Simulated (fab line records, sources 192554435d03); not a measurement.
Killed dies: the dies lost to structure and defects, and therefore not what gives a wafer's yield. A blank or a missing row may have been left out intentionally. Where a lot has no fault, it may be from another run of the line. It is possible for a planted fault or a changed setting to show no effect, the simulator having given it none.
Which tool did it?    flow n5 finfet    11 lots, 33 wafers sampled, at 2 steps of a route of 1938

WHAT THE GAUGES SHOWED, per wafer
N5_BEOL_M6_CD_MEAS_35: target cd 40 nm, target cd y 28 nm. Usual: cd nm 40.1 nm, standard deviation 0.47.
lot   measured      on         cd nm (nm)      flag
L852  day 8 21:15   cd sem-02  39.4 39.9 40.4  
L854  day 9 08:28   cd sem-01  39.5 39.9 40.2  
L860  day 11 05:55  cd sem-02  40.3 40.3 39.6  
L863  day 11 13:21  cd sem-02  40.7 40.0 40.1  
L866  day 12 17:05  cd sem-03  39.8 40.1 40.0  
L865  day 12 17:29  cd sem-03  40.7 40.0 40.7  
L867  day 12 20:52  cd sem-02  39.3 39.7 39.2  
L870  day 13 10:22  cd sem-02  40.3 41.2 41.1  
L871  day 14 00:37  cd sem-02  41.4 41.5 41.0  
L874  day 14 10:52  cd sem-03  40.1 40.5 40.1  
L873  day 15 02:07  cd sem-03  40.1 40.3 39.7  

WHAT TOOL EACH LOT RAN ON (gives the tool, then ch and the chambers of the sampled wafers, and finally the start)
lot   N5_BEOL_M6_STRIP_36
L852  rie diel-06 ch 0,1,3, day 8 20:55
L854  rie diel-06 ch 2,3, day 9 08:07
L860  rie diel-05 ch 0,1,3, day 11 05:34
L863  rie diel-05 ch 1,2,3, day 11 13:00
L866  rie diel-02 ch 0,1,2, day 12 16:44
L865  rie diel-05 ch 0,1,2, day 12 17:08
L867  rie diel-06 ch 0,1,2, day 12 20:31
L870  rie diel-06 ch 1,3, day 13 10:00
L871  rie diel-06 ch 0,1,2, day 14 00:16
L874  rie diel-06 ch 0,1,2, day 14 10:30
L873  rie diel-06 ch 0,1,3, day 15 01:46
- N5_BEOL_M6_STRIP_36: strips in N2/H2.

AS READ BY THE TOOLS THEMSELVES (means over the sampled wafers that have a number; for cases with no such wafer, the mark the record gives instead)
N5_BEOL_M6_STRIP_36. Usual: drypump motor current A 5.8 A, standard deviation 0.37; oes product au 0.80 a.u., standard deviation 0.089; rf vpp V 59.1 V, standard deviation 1.3; showerhead plenum p Torr 2.49 Torr, standard deviation 0.062; throttle valve pct 23.7 %, standard deviation 0.32.
lot   tool         drypump motor current A (A)  oes product au (a.u.)  rf vpp V (V)  showerhead plenum p Torr (Torr)  throttle valve pct (%)  flag
L852  rie diel-06  6.0                          0.81                   58.6          2.48                             23.8                    
L854  rie diel-06  6.0                          0.87                   59.0          2.46                             23.3                    
L860  rie diel-05  5.5                          0.81                   58.3          2.48                             23.6                    
L863  rie diel-05  5.7                          0.82                   59.7          2.52                             23.6                    
L866  rie diel-02  5.7                          0.70                   58.7          2.47                             23.9                    
L865  rie diel-05  5.6                          0.85                   59.6          2.51                             23.6                    
L867  rie diel-06  5.9                          0.83                   60.3          2.49                             23.6                    
L870  rie diel-06  6.1                          0.72                   58.5          2.46                             23.9                    
L871  rie diel-06  5.9                          0.81                   60.1          2.48                             23.6                    
L874  rie diel-06  5.9                          0.81                   59.8          2.48                             23.6                    
L873  rie diel-06  6.0                          0.75                   58.6          2.46                             23.9                    

THE ANSWER, worked out from the rows above alone
Rule: a lot is off if the mean of its wafers that have a number lies more than 3 standard deviations from the usual mean. A lot without any number at a reading at which 4 lots or more have one is off too. The other lots that the step has rows for count as sound. After the gauges, taken in route order, come the tools' own readings; for these a lot's mean is taken, as printed above. The first step at which some lot is off is used, and at that step the reading that is off furthest; a lot without a number counts as furthest.
No lot is off at any reading shown: from this, nothing can be told.

WHAT WAS PUT IN BY THE SIMULATOR
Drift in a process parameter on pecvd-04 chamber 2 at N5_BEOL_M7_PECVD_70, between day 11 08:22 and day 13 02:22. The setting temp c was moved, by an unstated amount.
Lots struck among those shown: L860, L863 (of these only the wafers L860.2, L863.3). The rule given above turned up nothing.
